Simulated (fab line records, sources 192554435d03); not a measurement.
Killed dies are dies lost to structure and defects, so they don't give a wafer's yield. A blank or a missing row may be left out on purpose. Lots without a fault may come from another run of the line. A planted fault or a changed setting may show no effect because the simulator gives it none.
Split-lot experiment | flow n5_finfet | 7 lots, 39 wafers read, on a route of 1938 steps

THE SPLIT
At N5_SD_EPI_N_EPI_21 (deposits Si:P, time 690 s), the setting time_s was moved away from the recipe's 690 s on 9 of the 39 wafers read, by -57.1% to +50.3%. The other wafers ran this setting at the recipe's value.

FROM THE SPLIT TO THE READING: what the file shows between them, 5 steps
- N5_SD_EPI_N_EPI_MEAS_23
- N5_SD_EPI_N_PRECLEAN_24: cleans in O3/DIW, time 60 s
- N5_SD_EPI_N_SRD_25: time 30 s
- N5_SD_EPI_P_HM_STRIP_48: strips SiNx in H3PO4, material SiNx, target depth 3 nm
- N5_SD_EPI_P_SRD_49: time 30 s

THE READING
Si-P_of_SD_EPI_N_EPI_21.thk_nm (the simulator's own value, which no gauge read), in nm, at N5_SD_EPI_P_PRECLEAN_24 (cleans in O3/DIW, time 45 s). The file gives no usual value for it. The 30 wafers here that ran the recipe average 58.1 nm, standard deviation 0.58 nm.

wafer  | tool, chamber at the split | time_s as run, s | against the recipe | Si-P_of_SD_EPI_N_EPI_21.thk_nm, nm | against lot-mates on the recipe
L074.1 | epi_rpcvd-01, 0            | 690              | recipe             | 58.2                               | -
L074.4 | epi_rpcvd-01, 0            | 690              | recipe             | 58.2                               | -
L074.6 | epi_rpcvd-01, 0            | 690              | recipe             | 58.2                               | -
L074.2 | epi_rpcvd-01, 0            | 690              | recipe             | 58                                 | -
L074.3 | epi_rpcvd-01, 0            | 690              | recipe             | 57.6                               | -
L074.5 | epi_rpcvd-01, 0            | 690              | recipe             | 57.4                               | -
L077.1 | epi_rpcvd-04, 0            | 690              | recipe             | 58                                 | -
L077.2 | epi_rpcvd-04, 0            | 690              | recipe             | 57.6                               | -
L077.3 | epi_rpcvd-04, 0            | 690              | recipe             | 58.6                               | -
L078.1 | epi_rpcvd-03, 0            | 690              | recipe             | 59                                 | -
L078.2 | epi_rpcvd-03, 0            | 690              | recipe             | 59.2                               | -
L078.4 | epi_rpcvd-03, 0            | 690              | recipe             | 59.2                               | -
L078.3 | epi_rpcvd-03, 0            | 1037             | +50.3%             | 79                                 | +19.9
L078.5 | epi_rpcvd-03, 0            | 1037             | +50.3%             | 78.8                               | +19.7
L078.6 | epi_rpcvd-03, 0            | 1037             | +50.3%             | 79.2                               | +20.1
L084.1 | epi_rpcvd-03, 0            | 690              | recipe             | 57.4                               | -
L084.3 | epi_rpcvd-03, 0            | 690              | recipe             | 57.4                               | -
L084.2 | epi_rpcvd-03, 0            | 690              | recipe             | 57.6                               | -
L084.4 | epi_rpcvd-03, 0            | 690              | recipe             | 58                                 | -
L084.5 | epi_rpcvd-03, 0            | 690              | recipe             | 57.2                               | -
L084.6 | epi_rpcvd-03, 0            | 690              | recipe             | 57.8                               | -
L086.1 | epi_rpcvd-01, 0            | 690              | recipe             | 58                                 | -
L086.2 | epi_rpcvd-01, 0            | 690              | recipe             | 58                                 | -
L086.3 | epi_rpcvd-01, 0            | 690              | recipe             | 57.6                               | -
L086.4 | epi_rpcvd-01, 0            | 690              | recipe             | 57.4                               | -
L086.5 | epi_rpcvd-01, 0            | 690              | recipe             | 58.8                               | -
L086.6 | epi_rpcvd-01, 0            | 690              | recipe             | 57.8                               | -
L094.1 | epi_rpcvd-03, 0            | 690              | recipe             | 58.8                               | -
L094.2 | epi_rpcvd-03, 0            | 690              | recipe             | 59.2                               | -
L094.3 | epi_rpcvd-03, 0            | 307.4            | -55.4%             | 28.2                               | -30.6
L094.4 | epi_rpcvd-03, 0            | 307.4            | -55.4%             | 28.2                               | -30.6
L094.5 | epi_rpcvd-03, 0            | 690              | recipe             | 58.4                               | -
L094.6 | epi_rpcvd-03, 0            | 307.4            | -55.4%             | 27.8                               | -31.0
L095.1 | epi_rpcvd-03, 0            | 296.2            | -57.1%             | 27.2                               | -30.7
L095.2 | epi_rpcvd-03, 0            | 690              | recipe             | 58                                 | -
L095.3 | epi_rpcvd-03, 0            | 690              | recipe             | 57.8                               | -
L095.6 | epi_rpcvd-03, 0            | 690              | recipe             | 57.8                               | -
L095.4 | epi_rpcvd-03, 0            | 296.2            | -57.1%             | 27                                 | -30.9
L095.5 | epi_rpcvd-03, 0            | 296.2            | -57.1%             | 26.8                               | -31.1

THE FIT
A straight line over all 39 wafers: Si-P_of_SD_EPI_N_EPI_21.thk_nm changes by +0.502 nm for each +1% of time_s; r = +0.99; the points scatter about the line by 1.5 nm.
The same after taking each lot's own level away (the mean of its wafers on the recipe; 39 wafers): +0.498 nm for each +1%; r = +0.99; scatter 1.7 nm.
On that fit, the largest move of time_s shifts the reading by 28 nm.
The lots' own levels span 57.57 to 59.13 nm, that is 2.7 times the standard deviation above.
So the lot-to-lot level changes the slope little: the two slopes agree.
Check: with one of the wafers moved furthest among these (-57.1%) left out of the fit, the line predicts -29 nm for it against its lot-mates. It came out at -30.7 nm against them.

OTHER SPLITS ON THESE WAFERS
These wafers also went through other splits before the reading. Each is held against what the fit with the lots' levels taken away leaves over:
other split on the same wafers | wafers away from the commonest value | r with Si-P_of_SD_EPI_N_EPI_21.thk_nm (lot level and that fit taken away)
N5_ZERO_LAYER_PECVD_02 time_s  | 18                                   | +0.12
N5_FIN_SAQP_ETCH_65 time_s     | 15                                   | -0.12

THE WHOLE CHAIN: every reading that the file lists as answering this split, in the file's order
step                        | what it does                 | reading                                                                         | change (the file's fit)                                                              | r (the file's)
N5_SD_EPI_N_EPI_21          | deposits Si:P, time 690 s    | Si-P_of_SD_EPI_N_EPI_21.thk_nm (the simulator's own value, which no gauge read) | +0.511 nm for each +1% of the setting                                                | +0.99
N5_SD_EPI_N_EPI_MEAS_23     |                              | thk_nm                                                                          | withheld for each +1% of the setting                                                 | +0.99
N5_SD_EPI_P_PRECLEAN_24     | cleans in O3/DIW, time 45 s  | Si-P_of_SD_EPI_N_EPI_21.thk_nm (the simulator's own value, which no gauge read) | +0.504 nm for each +1% of the setting                                                | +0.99
N5_SD_ACTIVATION_RS_MEAS_03 | measures by four-point-probe | RS_SD_N                                                                         | not straight: 47.23 at the lowest setting, 21.85 at the recipe, 16.02 at the highest | not given

THE FILE'S OWN FIT
Si-P_of_SD_EPI_N_EPI_21.thk_nm changes by +0.504 nm for each +1% of time_s, r = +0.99.
